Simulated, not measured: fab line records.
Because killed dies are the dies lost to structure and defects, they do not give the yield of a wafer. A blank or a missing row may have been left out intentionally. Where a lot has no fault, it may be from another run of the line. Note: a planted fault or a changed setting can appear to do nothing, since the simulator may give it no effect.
A struck lot beside a sound one -- flow nand-harc -- 21 steps out of a route of 1159
Sound: these wafers, L119.1, L119.2, L119.3. Struck: wafers L127.3, L127.6 (left out: L127.2, a lot-mate that was not struck); the cause follows at the end.
Per side, at each step with rows, come the tool, then ch with its chambers, and then its first start. Under that, the readings that differ: sound wafers -- struck wafers -- difference of the means -- sigmas: that difference in standard deviations of wafers without a fault.
alike: readings with means less than 2 such deviations apart, plus words and numbers identical on both sides. not compared: withheld readings, readings lacking a value on some wafer, bounds such as >300 that could conceal the same value, and numbers that have no deviation in the record and whose values overlap.
Wherever a step has rows on one side only, a row that says differs or no value, or a row with sigmas, the two part there. When numbers do not overlap yet have no deviation, they are printed without sigmas and do not part them. A reading that every wafer of one side lacks parts them only if that side has two wafers or more.

first, 9 steps without rows for these wafers: NHARC_THIN_TSV_PVD_24 (deposits Al, target thk 800 nm); NHARC_THIN_TSV_DEHYDRATE_25 (time 120 s); NHARC_THIN_TSV_HMDS_26 (time 30 s); NHARC_THIN_TSV_COAT_27; NHARC_THIN_TSV_SOFTBAKE_28 (time 95 s); NHARC_THIN_TSV_EBR_29; NHARC_THIN_TSV_EXPOSE_30 (exposes mask PAD); NHARC_THIN_TSV_PEB_31 (peb time 85 s); NHARC_THIN_TSV_DEVELOP_32 (time 70 s).
NHARC_THIN_TSV_CD_MEAS_33: the cd target is 5000 nm.
  sound on cd-sem-01 ch 0, day 19 21:34; struck on cd-sem-01 ch 0, day 22 03:31
reading,sound,struck,difference,sigmas
cd-nm (nm),4997.2 4998.8 4999.6,5003.6 5002.7,+4.6,+2
then, 1 step without rows for these wafers: NHARC_THIN_TSV_HARDBAKE_34 (time 80 s).
NHARC_THIN_TSV_DESCUM_35: chemistry O2, time 3 s.
  sound on rie-diel-06 ch 0,1,3, day 19 21:44; struck on rie-diel-12 ch 1, day 22 03:41
  alike: drypump-motor-current-A, oes-product-au, rf-vpp-V, showerhead-plenum-p-Torr, throttle-valve-pct
  not compared: rf-hours-counter-h
NHARC_THIN_TSV_ETCH_59: etches the open film in Cl2/BCl3, target depth 880 nm, time 138.1 s.
  sound on rie-metal-01 ch 0,1, day 19 21:52; struck on rie-metal-01 ch 1, day 22 03:49
  alike: drypump-motor-current-A, oes-product-au, throttle-valve-pct
  not compared: rf-hours-counter-h
NHARC_THIN_TSV_ETCH_36: etches the open film in Cl2/BCl3, target depth 65 nm, time 18.571 s.
  sound on rie-metal-01 ch 0,1, day 19 22:11; struck on rie-metal-01 ch 0, day 22 04:04
  alike: drypump-motor-current-A, oes-product-au
  not compared: rf-hours-counter-h
NHARC_THIN_TSV_STRIP_56: strips in O2.
  sound on plasma-asher-02 ch 0,1, day 19 22:44; struck on plasma-asher-02 ch 0,1, day 22 04:13
  alike: drypump-motor-current-A, heater-power-w
  not compared: rf-hours-counter-h
then, 1 step without rows for these wafers: NHARC_THIN_TSV_STRIP_57 (strips in post etch residue remover, time 1200 s).
NHARC_THIN_TSV_CD_MEAS_37:
  sound on cd-sem-02 at day 19 23:32; struck on cd-sem-03 at day 22 04:58
  alike: cd-nm
then, 1 step without rows for these wafers: NHARC_THIN_TSV_ANNEAL_58 (time 1800 s).
NHARC_THIN_TSV_INSPECT_40:
  sound on defect-inspect-01 at day 20 01:46; struck on defect-inspect-01 at day 22 07:20
reading,sound,struck,difference,sigmas
raw-defect-count,391 464 542,842 834,+372,+4
NHARC_END_WLT_00:
  sound on prober-02 at day 20 01:49; struck on prober-02 at day 22 07:53
reading,sound,struck,difference,sigmas
VT_DECK1_MIDDLE,0.878 0.879 0.867,0.892 0.885,+0.014,+2
VT_DECK1_TOP_INNER,0.885 0.889 0.886,0.895 0.908,+0.015,+2
  alike: VT_DECK1_BOTTOM, VT_DECK1_BOTTOM_INNER, VT_DECK1_MEDIAN_NEAR_BOTTOM, VT_DECK1_MEDIAN_NEAR_BOTTOM_INNER, VT_DECK1_MIDDLE_INNER, VT_DECK1_TOP
NHARC_END_SORT_01:
  sound on prober-02 ch 0, day 20 04:50; struck on prober-02 ch 0, day 22 12:02
reading,sound,struck,difference,sigmas
defect-limited-yield (%),98.4 98.5 98.1,84.5 84.5,-13.8,-9
killed-at-other,1 0 0,79 77,+78,+89
killed-dies,11 10 13,105 105,+94,+9
sort_bin_2_pct (%),0.6 0.3 0.4,5.5 7.1,+5.9,+9
sort_bin_3_pct (%),0.30 0 0,3.55 1.92,+2.63,+13
sort_bin_4_pct (%),0.7 1.2 1.5,6.5 6.5,+5.4,+5
sort-n-pass,666 667 664,572 572,-94,-9
sort-yield-pct (%),98.4 98.5 98.1,84.5 84.5,-13.8,-9
  alike: killed-at-array, killed-at-periphery, killed-open, killed-short, sort-rim-yield-pct

## WHERE THEY PART
At NHARC_THIN_TSV_CD_MEAS_33 first; at NHARC_END_SORT_01 last (within this record only).

WHY: the cause the simulator had injected
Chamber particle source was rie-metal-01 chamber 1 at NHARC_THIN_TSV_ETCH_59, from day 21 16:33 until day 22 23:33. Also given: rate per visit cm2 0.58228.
